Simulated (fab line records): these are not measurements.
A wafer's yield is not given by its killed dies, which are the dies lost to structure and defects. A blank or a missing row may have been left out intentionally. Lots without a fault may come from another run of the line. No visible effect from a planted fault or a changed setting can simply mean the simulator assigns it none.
Lot-split experiment + flow n5_finfet + 39 wafers read across 7 lots, on a route 1938 steps long

ABOUT THE SPLIT
At N5_BEOL_M8_TRENCH_ETCH_37 (etches SiCOH lowk in C4F6/O2, target depth 93.478 nm, time 31.2 s), the setting target_depth_a was moved away from the recipe's 934.78 angstrom on 15 of the 39 wafers read, by -26.4% to +50.7%. The other wafers ran this setting at the recipe's value.

FROM THE SPLIT TO THE READING: what the file shows between them, 8 steps
- N5_BEOL_M8_ETCH_41: etches SiCN in CH3F/O2, target depth 31.9 nm, time 57.8 s
- N5_BEOL_M8_STRIP_80: strips in N2/H2, time 10 s
- N5_BEOL_M8_OCD_MEAS_38
- N5_BEOL_M8_HM_STRIP_39: strips TiN in peroxide tin strip, target depth 25 nm, time 158 s
- N5_BEOL_M8_SRD_40: time 30 s
- N5_BEOL_M8_ECD_50: material Cu, target thk 300 nm
- N5_BEOL_M8_ANNEAL_51: time 90 s
- N5_BEOL_M8_CMP_52: polishes, stops on SiCOH lowk, t overpolish 6.9 s, target thk 80 nm

THE READING
M8_THK, in nm, at N5_BEOL_M8_THK_MEAS_53 (measures by xrf). On this fab line, fault-free wafers typically give 80.5 nm with a standard deviation of 1.9 nm.

| wafer  | tool, chamber at the split | target_depth_a as run, angstrom | against the recipe | M8_THK, nm | against lot-mates on the recipe |
|--------|----------------------------|---------------------------------|--------------------|------------|---------------------------------|
| L075.4 | rie_diel-03, 2             | 934.78                          | recipe             | 81.5       | -                               |
| L075.5 | rie_diel-03, 3             | 934.78                          | recipe             | 82.8       | -                               |
| L075.6 | rie_diel-03, 0             | 934.78                          | recipe             | 82.9       | -                               |
| L079.1 | rie_diel-03, 3             | 934.78                          | recipe             | 81.3       | -                               |
| L079.2 | rie_diel-03, 2             | 934.78                          | recipe             | 80.6       | -                               |
| L079.3 | rie_diel-03, 0             | 1085                            | +16.1%             | 99.5       | +17.4                           |
| L079.4 | rie_diel-03, 1             | 934.78                          | recipe             | 84.3       | -                               |
| L079.5 | rie_diel-03, 0             | 1085                            | +16.1%             | 98.8       | +16.7                           |
| L079.6 | rie_diel-03, 3             | 1085                            | +16.1%             | 95.8       | +13.7                           |
| L083.1 | rie_diel-01, 3             | 934.78                          | recipe             | 81.2       | -                               |
| L083.2 | rie_diel-01, 1             | 934.78                          | recipe             | 79.9       | -                               |
| L083.3 | rie_diel-01, 2             | 934.78                          | recipe             | 76.8       | -                               |
| L083.4 | rie_diel-01, 0             | 934.78                          | recipe             | 78.9       | -                               |
| L083.5 | rie_diel-01, 2             | 934.78                          | recipe             | 78.3       | -                               |
| L083.6 | rie_diel-01, 1             | 934.78                          | recipe             | 81.8       | -                               |
| L082.1 | rie_diel-04, 1             | 687.6                           | -26.4%             | 55.5       | -25.8                           |
| L082.2 | rie_diel-04, 2             | 934.78                          | recipe             | 79.8       | -                               |
| L082.3 | rie_diel-04, 0             | 934.78                          | recipe             | 83.3       | -                               |
| L082.4 | rie_diel-04, 3             | 687.6                           | -26.4%             | 54.8       | -26.5                           |
| L082.5 | rie_diel-04, 1             | 687.6                           | -26.4%             | 55.8       | -25.5                           |
| L082.6 | rie_diel-04, 2             | 934.78                          | recipe             | 80.8       | -                               |
| L084.1 | rie_diel-03, 1             | 1153                            | +23.3%             | 101.2      | +22.9                           |
| L084.2 | rie_diel-03, 3             | 934.78                          | recipe             | 77.9       | -                               |
| L084.3 | rie_diel-03, 0             | 1153                            | +23.3%             | 101.3      | +23.0                           |
| L084.4 | rie_diel-03, 2             | 1153                            | +23.3%             | 100.0      | +21.7                           |
| L084.5 | rie_diel-03, 2             | 934.78                          | recipe             | 77.0       | -                               |
| L084.6 | rie_diel-03, 3             | 934.78                          | recipe             | 79.9       | -                               |
| L089.1 | rie_diel-01, 3             | 934.78                          | recipe             | 79.8       | -                               |
| L089.2 | rie_diel-01, 1             | 934.78                          | recipe             | 82.0       | -                               |
| L089.3 | rie_diel-01, 0             | 1323                            | +41.5%             | 117.6      | +37.2                           |
| L089.4 | rie_diel-01, 1             | 1323                            | +41.5%             | 122.8      | +42.4                           |
| L089.5 | rie_diel-01, 0             | 934.78                          | recipe             | 79.3       | -                               |
| L089.6 | rie_diel-01, 3             | 1323                            | +41.5%             | 124.0      | +43.6                           |
| L093.1 | rie_diel-01, 1             | 934.78                          | recipe             | 81.0       | -                               |
| L093.2 | rie_diel-01, 0             | 1409                            | +50.7%             | 128.1      | +47.1                           |
| L093.3 | rie_diel-01, 3             | 934.78                          | recipe             | 81.8       | -                               |
| L093.4 | rie_diel-01, 2             | 1409                            | +50.7%             | 130.0      | +49.0                           |
| L093.5 | rie_diel-01, 1             | 934.78                          | recipe             | 80.1       | -                               |
| L093.6 | rie_diel-01, 2             | 1409                            | +50.7%             | 129.8      | +48.8                           |

FIT RESULTS
A straight line over all 39 wafers: M8_THK changes by +0.963 nm for each +1% of target_depth_a; r = +0.99; the points scatter about the line by 2 nm.
The same after taking each lot's own level away (the mean of its wafers on the recipe; 39 wafers): +0.97 nm for each +1%; r = +1.00; scatter 1.5 nm.
On that fit, the largest move of target_depth_a shifts the reading by 49 nm.
From 78.27 to 82.40 nm: that is the span of the lots' own levels, equal to 2.2 times the standard deviation above.
Hence the lot-to-lot level has little effect on the slope; both slopes agree.
Check: with one of the wafers moved furthest among these (+50.7%) left out of the fit, the line predicts +49.6 nm for it against its lot-mates. Against them it came out at +47.1 nm.

THE WHOLE CHAIN: every reading that the file lists as answering this split, in the file's order
| step                      | what it does                                                        | reading                                                                          | change (the file's fit)                                                              | r (the file's) |
|---------------------------|---------------------------------------------------------------------|----------------------------------------------------------------------------------|--------------------------------------------------------------------------------------|----------------|
| N5_BEOL_M8_TRENCH_ETCH_37 | etches SiCOH lowk in C4F6/O2, target depth 93.478 nm, time 31.2 s   | BEOL_M8.feature_depth_nm (the simulator's own value, which no gauge read)        | +0.943 nm for each +1% of the setting                                                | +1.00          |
| N5_BEOL_M8_TRENCH_ETCH_37 | etches SiCOH lowk in C4F6/O2, target depth 93.478 nm, time 31.2 s   | etch.depth_nm (the simulator's own value, which no gauge read)                   | +0.943 nm for each +1% of the setting                                                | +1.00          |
| N5_BEOL_M8_TRENCH_ETCH_37 | etches SiCOH lowk in C4F6/O2, target depth 93.478 nm, time 31.2 s   | TiN_of_BEOL_M8_HM_DEP_02.thk_nm (the simulator's own value, which no gauge read) | -0.0281 nm for each +1% of the setting                                               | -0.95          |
| N5_BEOL_M8_OCD_MEAS_38    |                                                                     | trench_depth_nm                                                                  | +0.945 nm for each +1% of the setting                                                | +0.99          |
| N5_BEOL_M8_CMP_52         | polishes, stops on SiCOH lowk, t overpolish 6.9 s, target thk 80 nm | Cu_of_BEOL_M8_ECD_50.thk_nm (the simulator's own value, which no gauge read)     | +0.962 nm for each +1% of the setting                                                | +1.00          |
| N5_BEOL_M8_THK_MEAS_53    | measures by xrf                                                     | M8_THK                                                                           | +0.971 for each +1% of the setting                                                   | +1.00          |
| N5_BEOL_M8_RS_MEAS_57     | measures by four-point-probe                                        | M8_RS                                                                            | not straight: 0.453 at the lowest setting, 0.287 at the recipe, 0.167 at the highest | not given      |

FILE'S OWN FIT
M8_THK changes by +0.971 nm for each +1% of target_depth_a, r = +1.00.
